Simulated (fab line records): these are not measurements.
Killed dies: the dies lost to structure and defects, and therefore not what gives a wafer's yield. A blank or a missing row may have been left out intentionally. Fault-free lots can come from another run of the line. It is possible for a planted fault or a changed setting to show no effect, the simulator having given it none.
Which of the tools did it? ; flow nand-harc ; 72 wafers from 24 lots sampled at 4 of the route's 1159 steps

## WHAT THE GAUGES READ, wafer by wafer
NHARC_P_CONTACT_OVL_MEAS_13. Usual: overlay-x-nm -0.1 nm, standard deviation 0.88; overlay-y-nm 0.0 nm, standard deviation 0.67.
lot;measured;on;overlay-x-nm (nm);overlay-y-nm (nm);flag
L076;day 5 20:13;overlay-02;-1.2 -0.6 -1.1;0.3 0.3 0.4;
L075;day 5 21:07;overlay-02;-0.7 -1.4 -1.1;0.3 0.6 0.6;
L074;day 5 22:05;overlay-01;0.7 0.5 0.9;0.3 0.9 0.8;
L077;day 6 08:14;overlay-02;-0.5 -1.3 -1.0;0.6 0.7 0.4;
L078;day 6 08:50;overlay-01;0.5 -0.1 -0.4;-0.4 0.1 -0.4;
L079;day 6 16:01;overlay-02;0.8 1.0 1.1;0.4 0.1 -0.1;
L080;day 7 03:25;overlay-01;-1.5 -2.2 -2.0;-0.9 -0.6 -0.7;
L081;day 7 07:58;overlay-01;0.5 -0.6 -0.1;-0.3 -0.4 -0.5;
L083;day 7 18:46;overlay-01;-2.0 -1.2 -0.9;-0.6 0.0 -0.1;
L082;day 7 19:14;overlay-02;0.8 1.0 0.8;-1.0 -1.3 -1.2;
L084;day 8 07:13;overlay-01;-0.2 -0.2 -0.8;0.7 0.4 -0.2;
L086;day 8 19:14;overlay-02;-0.9 -0.1 -0.3;-0.4 -0.6 -0.7;
L087;day 8 20:06;overlay-02;-0.9 -1.2 -1.0;-1.7 -1.5 -1.4;
L085;day 8 22:47;overlay-01;0.9 0.8 0.6;1.0 0.8 1.7;
L089;day 9 15:14;overlay-02;0.6 0.1 0.2;0.0 0.1 0.1;
L090;day 9 17:53;overlay-01;1.6 0.7 0.9;0.2 -0.2 0.2;
L088;day 9 21:33;overlay-01;-0.9 0.0 0.2;-0.6 -1.1 -0.8;
L091;day 9 22:55;overlay-02;-0.8 -1.1 -0.7;1.3 1.2 1.2;
L092;day 10 03:22;overlay-01;-0.2 -0.2 -0.5;0.1 0.1 0.4;
L093;day 10 05:31;overlay-02;-0.1 0.4 0.2;-0.6 -0.4 0.1;
L094;day 10 11:11;overlay-02;0.3 -0.5 0.1;-0.7 -0.3 -0.2;
L095;day 10 18:48;overlay-02;1.2 1.3 1.0;0.1 0.4 0.4;
L096;day 11 01:18;overlay-01;-0.2 -0.6 -0.6;-0.4 -0.6 -0.5;
L097;day 11 03:26;overlay-02;1.4 1.2 0.9;-0.8 -1.0 -0.3;

## WHICH TOOL RAN EACH LOT (tool, then ch and the chambers of the sampled wafers, then the start)
lot;NHARC_P_GATE_DESCUM_61;NHARC_P_GATE_DESCUM_93;NHARC_P_GATE_RTA_64
L076;rie-diel-12 ch 1,2,3, day 5 13:58;rie-diel-02 ch 0,1,2, day 5 15:35;rtp-anneal-01 ch 0, day 5 17:16
L075;rie-diel-12 ch 2,3, day 5 14:49;rie-diel-02 ch 2,3, day 5 16:24;rtp-anneal-02 ch 0, day 5 18:16
L074;rie-diel-12 ch 0,2,3, day 5 15:41;rie-diel-12 ch 1,2,3, day 5 17:16;rtp-anneal-01 ch 0, day 5 18:56
L077;rie-diel-12 ch 0,1,2, day 6 02:01;rie-diel-12 ch 0,2,3, day 6 03:35;rtp-anneal-02 ch 0, day 6 05:16
L078;rie-diel-12 ch 0,1,2, day 6 02:23;rie-diel-12 ch 0,3, day 6 04:05;rtp-anneal-01 ch 0, day 6 05:52
L079;rie-diel-12 ch 1,2,3, day 6 09:40;rie-diel-12 ch 0,1,2, day 6 11:15;rtp-anneal-02 ch 0, day 6 13:02
L080;rie-diel-12 ch 0,1,2, day 6 21:01;rie-diel-12 ch 0,2,3, day 6 22:44;rtp-anneal-01 ch 0, day 7 00:23
L081;rie-diel-03 ch 0,1,3, day 7 01:44;rie-diel-12 ch 0,2,3, day 7 03:20;rtp-anneal-01 ch 0, day 7 05:01
L083;rie-diel-12 ch 1,2,3, day 7 12:05;rie-diel-12 ch 0,1,3, day 7 14:11;rtp-anneal-02 ch 0, day 7 15:50
L082;rie-diel-03 ch 0,1,3, day 7 12:35;rie-diel-12 ch 1,3, day 7 14:26;rtp-anneal-01 ch 0, day 7 16:07
L084;rie-diel-12 ch 0,1,2, day 8 00:53;rie-diel-12 ch 0,1,3, day 8 02:35;rtp-anneal-01 ch 0, day 8 04:14
L086;rie-diel-02 ch 0,1,3, day 8 12:55;rie-diel-02 ch 0,2,3, day 8 14:38;rtp-anneal-02 ch 0, day 8 16:16
L087;rie-diel-02 ch 0,3, day 8 13:16;rie-diel-02 ch 0,1,2, day 8 14:51;rtp-anneal-02 ch 0, day 8 17:03
L085;rie-diel-02 ch 0,2,3, day 8 14:58;rie-diel-12 ch 0,3, day 8 17:56;rtp-anneal-02 ch 0, day 8 19:52
L089;rie-diel-03 ch 1,2, day 9 08:32;rie-diel-02 ch 1,2,3, day 9 10:17;rtp-anneal-01 ch 0, day 9 11:55
L090;rie-diel-02 ch 0,2, day 9 11:28;rie-diel-03 ch 0,2,3, day 9 13:11;rtp-anneal-01 ch 0, day 9 14:50
L088;rie-diel-03 ch 0,1,2, day 9 15:02;rie-diel-03 ch 0,2,3, day 9 16:47;rtp-anneal-02 ch 0, day 9 18:35
L091;rie-diel-03 ch 0,2,3, day 9 16:28;rie-diel-03 ch 0,1, day 9 18:08;rtp-anneal-01 ch 0, day 9 19:49
L092;rie-diel-03 ch 2,3, day 9 21:08;rie-diel-03 ch 0,1,3, day 9 22:52;rtp-anneal-02 ch 0, day 10 00:31
L093;rie-diel-12 ch 0,2,3, day 9 22:44;rie-diel-02 ch 0,1,3, day 10 00:23;rtp-anneal-02 ch 0, day 10 02:02
L094;rie-diel-12 ch 0,2,3, day 10 04:59;rie-diel-12 ch 0,2,3, day 10 06:43;rtp-anneal-02 ch 0, day 10 08:22
L095;rie-diel-12 ch 0,1, day 10 12:25;rie-diel-12 ch 1,2, day 10 14:16;rtp-anneal-02 ch 0, day 10 15:55
L096;rie-diel-03 ch 0,1,2, day 10 19:05;rie-diel-12 ch 0,2, day 10 20:41;rtp-anneal-01 ch 0, day 10 22:20
L097;rie-diel-12 ch 0,2, day 10 21:09;rie-diel-12 ch 0,2,3, day 10 22:52;rtp-anneal-02 ch 0, day 11 00:32
- NHARC_P_GATE_DESCUM_61: chemistry O2, time 3 s.
- NHARC_P_GATE_DESCUM_93: chemistry O2, time 3 s.
- NHARC_P_GATE_RTA_64: time 1 s.

## AS READ BY THE TOOLS THEMSELVES (means over the sampled wafers that have a number; for cases with no such wafer, the mark the record gives instead)
NHARC_P_GATE_DESCUM_61. Usual: drypump-motor-current-A 5.8 A, standard deviation 0.39; oes-product-au 1.000 a.u., standard deviation 0.015; rf-vpp-V 57.8 V, standard deviation 0.84; showerhead-plenum-p-Torr 1.91 Torr, standard deviation 0.099; throttle-valve-pct 11.312 %, standard deviation 0.0096.
lot;tool;drypump-motor-current-A (A);oes-product-au (a.u.);rf-vpp-V (V);showerhead-plenum-p-Torr (Torr);throttle-valve-pct (%);flag
L076;rie-diel-12;5.8;0.997;57.8;1.97;11.308;
L075;rie-diel-12;5.9;1.007;58.2;2.04;11.308;
L074;rie-diel-12;6.0;1.011;58.6;1.95;11.300;
L077;rie-diel-12;5.8;0.998;57.3;1.90;11.314;
L078;rie-diel-12;5.8;1.006;58.1;1.90;11.315;
L079;rie-diel-12;5.8;1.008;58.1;1.97;11.311;
L080;rie-diel-12;5.8;0.991;57.6;1.90;11.316;
L081;rie-diel-03;5.4;0.988;58.0;1.88;11.321;
L083;rie-diel-12;5.8;1.012;57.6;1.96;11.307;
L082;rie-diel-03;5.4;0.998;58.0;1.88;11.311;
L084;rie-diel-12;5.8;0.995;57.7;1.89;11.321;
L086;rie-diel-02;5.8;0.983;58.0;1.94;11.314;
L087;rie-diel-02;6.3;0.977;58.7;2.02;11.299;
L085;rie-diel-02;6.1;0.981;57.5;1.94;11.311;
L089;rie-diel-03;5.6;0.993;58.0;1.94;11.319;
L090;rie-diel-02;5.7;0.989;57.8;1.92;11.310;
L088;rie-diel-03;5.6;0.990;58.0;1.92;11.320;
L091;rie-diel-03;5.5;0.992;57.8;1.92;11.296;
L092;rie-diel-03;5.4;0.996;58.4;1.89;11.312;
L093;rie-diel-12;6.0;1.006;58.0;1.94;11.305;
L094;rie-diel-12;6.0;1.014;57.7;1.94;11.316;
L095;rie-diel-12;5.9;1.008;57.3;1.80;11.303;
L096;rie-diel-03;5.5;0.988;58.4;1.92;11.325;
L097;rie-diel-12;6.0;1.013;57.6;1.96;11.316;

NHARC_P_GATE_DESCUM_93. Usual: drypump-motor-current-A 5.8 A, standard deviation 0.41; oes-product-au 1.001 a.u., standard deviation 0.014; rf-vpp-V 57.8 V, standard deviation 0.97; showerhead-plenum-p-Torr 1.91 Torr, standard deviation 0.1; throttle-valve-pct 11.312 %, standard deviation 0.0095.
lot;tool;drypump-motor-current-A (A);oes-product-au (a.u.);rf-vpp-V (V);showerhead-plenum-p-Torr (Torr);throttle-valve-pct (%);flag
L076;rie-diel-02;5.7;0.987;57.4;1.86;11.307;
L075;rie-diel-02;6.6;0.987;58.1;1.95;11.316;
L074;rie-diel-12;5.8;1.012;58.0;1.97;11.316;
L077;rie-diel-12;6.0;1.003;58.2;1.95;11.305;
L078;rie-diel-12;6.1;1.009;57.7;1.86;11.316;
L079;rie-diel-12;5.8;1.006;56.8;1.90;11.310;
L080;rie-diel-12;6.0;1.000;58.5;1.95;11.312;
L081;rie-diel-12;6.0;1.005;57.7;1.95;11.309;
L083;rie-diel-12;5.8;0.997;58.1;1.88;11.310;
L082;rie-diel-12;5.7;1.012;58.1;1.94;11.318;
L084;rie-diel-12;5.8;1.013;57.6;1.87;11.311;
L086;rie-diel-02;6.2;0.981;58.2;1.94;11.316;
L087;rie-diel-02;5.7;0.985;57.0;1.86;11.311;
L085;rie-diel-12;6.0;1.018;57.3;1.92;11.298;
L089;rie-diel-02;6.2;0.996;57.4;1.86;11.300;
L090;rie-diel-03;5.5;0.994;58.0;1.92;11.313;
L088;rie-diel-03;5.6;0.999;57.3;1.92;11.320;
L091;rie-diel-03;5.6;0.995;58.2;1.91;11.311;
L092;rie-diel-03;5.4;0.994;57.4;1.88;11.317;
L093;rie-diel-02;5.8;0.985;58.4;1.94;11.313;
L094;rie-diel-12;6.0;1.013;58.6;1.94;11.309;
L095;rie-diel-12;5.6;1.018;58.0;1.91;11.306;
L096;rie-diel-12;6.0;1.008;57.7;1.96;11.304;
L097;rie-diel-12;6.0;1.010;57.6;1.94;11.303;

NHARC_P_GATE_RTA_64. Usual: lamp-power-pct 32 %, standard deviation 5; lamp_zone_5_pct 32 %, standard deviation 5; wafer_temp_C_max 1054.4, standard deviation 1.1.
lot;tool;lamp-power-pct (%);lamp_zone_5_pct (%);wafer_temp_C_max;flag
L076;rtp-anneal-01;37;37;1055.5;
L075;rtp-anneal-02;27;27;1053.9;
L074;rtp-anneal-01;37;37;1054.2;
L077;rtp-anneal-02;27;27;1054.4;
L078;rtp-anneal-01;37;37;1054.5;
L079;rtp-anneal-02;27;27;1054.4;
L080;rtp-anneal-01;37;37;1056.2;
L081;rtp-anneal-01;37;37;1054.7;
L083;rtp-anneal-02;27;27;1054.0;
L082;rtp-anneal-01;37;37;1054.3;
L084;rtp-anneal-01;37;37;1053.9;
L086;rtp-anneal-02;27;27;1053.4;
L087;rtp-anneal-02;27;27;1053.2;
L085;rtp-anneal-02;27;27;1055.7;
L089;rtp-anneal-01;37;38;1054.2;
L090;rtp-anneal-01;37;37;1054.8;
L088;rtp-anneal-02;27;27;1054.3;
L091;rtp-anneal-01;37;37;1055.5;
L092;rtp-anneal-02;27;27;1054.4;
L093;rtp-anneal-02;27;27;1053.7;
L094;rtp-anneal-02;27;27;1053.3;
L095;rtp-anneal-02;27;27;1054.2;
L096;rtp-anneal-01;37;37;1054.2;
L097;rtp-anneal-02;27;27;1054.1;

## THE ANSWER, worked out from the rows above alone
Rule: a lot counts as off when the mean over its wafers that have a number is more than 3 standard deviations away from the usual mean. Also off: a lot with no number at a reading for which 4 or more lots have one. Where the step has rows for the other lots, those lots are counted as sound. The gauges are gone through in route order, then the tools' own readings, and for those a lot's mean is taken as printed above. At the first step where some lot is off, the reading lying furthest off is the one used; lots without a number count as furthest.
No lot is off at any reading shown: from this, nothing can be told.

## WHAT WAS PUT IN BY THE SIMULATOR
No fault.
